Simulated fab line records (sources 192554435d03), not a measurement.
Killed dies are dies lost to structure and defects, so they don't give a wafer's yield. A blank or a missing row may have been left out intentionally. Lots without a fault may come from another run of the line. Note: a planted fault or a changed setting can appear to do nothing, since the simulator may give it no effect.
Chamber matching || flow n5Finfet || N5_STI_FIN_REVEAL_ALD_00 on aldSin-02: 4 sister chambers
The step deposits SiO2, target thk 1 nm, pulse time 1 s. 8 wafers are shown with their chamber, then 9 later ones without.

## EACH WAFER AND ITS CHAMBER
{"wafer": "L082.6", "chamber": 2, "heaterPowerOuterW (W)": 284, "heaterPowerW (W)": 492}
{"wafer": "L084.5", "chamber": 3, "heaterPowerOuterW (W)": 267, "heaterPowerW (W)": 479}
{"wafer": "L087.4", "chamber": 2, "heaterPowerOuterW (W)": 296, "heaterPowerW (W)": 493}
{"wafer": "L087.5", "chamber": 0, "heaterPowerOuterW (W)": 307, "heaterPowerW (W)": 508}
{"wafer": "L087.6", "chamber": 1, "heaterPowerOuterW (W)": 297, "heaterPowerW (W)": 515}
{"wafer": "L090.3", "chamber": 1, "heaterPowerOuterW (W)": 297, "heaterPowerW (W)": 533}
{"wafer": "L090.4", "chamber": 0, "heaterPowerOuterW (W)": 301, "heaterPowerW (W)": 517}
{"wafer": "L090.5", "chamber": 3, "heaterPowerOuterW (W)": 267, "heaterPowerW (W)": 473}

## WAFERS MISSING THEIR CHAMBER
{"wafer": "L092.1", "heaterPowerOuterW (W)": 292, "heaterPowerW (W)": 524}
{"wafer": "L092.3", "heaterPowerOuterW (W)": 274, "heaterPowerW (W)": 478}
{"wafer": "L092.5", "heaterPowerOuterW (W)": 271, "heaterPowerW (W)": 469}
{"wafer": "L095.1", "heaterPowerOuterW (W)": 301, "heaterPowerW (W)": 543}
{"wafer": "L095.4", "heaterPowerOuterW (W)": 307, "heaterPowerW (W)": 516}
{"wafer": "L095.5", "heaterPowerOuterW (W)": 281, "heaterPowerW (W)": 512}
{"wafer": "L096.2", "heaterPowerOuterW (W)": 298, "heaterPowerW (W)": 510}
{"wafer": "L096.3", "heaterPowerOuterW (W)": 308, "heaterPowerW (W)": 492}
{"wafer": "L096.6", "heaterPowerOuterW (W)": 280, "heaterPowerW (W)": 505}

## WHICH CHAMBER EACH WENT THROUGH
{"wafer": "L092.1", "from the rows above": "can't be placed: 1 or 0", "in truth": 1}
{"wafer": "L092.3", "from the rows above": 3, "in truth": 3}
{"wafer": "L092.5", "from the rows above": 3, "in truth": 3}
{"wafer": "L095.1", "from the rows above": "can't be placed: 1 or 0", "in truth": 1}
{"wafer": "L095.4", "from the rows above": "can't be placed: 0 or 1", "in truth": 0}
{"wafer": "L095.5", "from the rows above": "can't be placed: 2 or 1 or 0", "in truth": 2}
{"wafer": "L096.2", "from the rows above": "can't be placed: 0 or 1 or 2", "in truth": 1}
{"wafer": "L096.3", "from the rows above": "can't be placed: 0 or 2", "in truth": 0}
{"wafer": "L096.6", "from the rows above": "can't be placed: 2 or 1", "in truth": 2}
2 of 9 placed correctly. These rows do not allow placing 7 (true chamber among the candidates in 7). 0 placed wrongly.
How it was worked out, from the rows above alone: a wafer's distance from a chamber is the root of the sum, over the readings, of the square of ((its reading less the chamber's mean) divided by the reading's scatter). The wafer belongs to the nearest chamber; if the next one is less than 2 further off, it can't be placed. The mean given for a chamber averages the wafers shown for that chamber. The scatter is the square root of a quotient: the sum, over the shown wafers, of each reading's squared deviation from its chamber's mean, divided by wafers minus chambers.
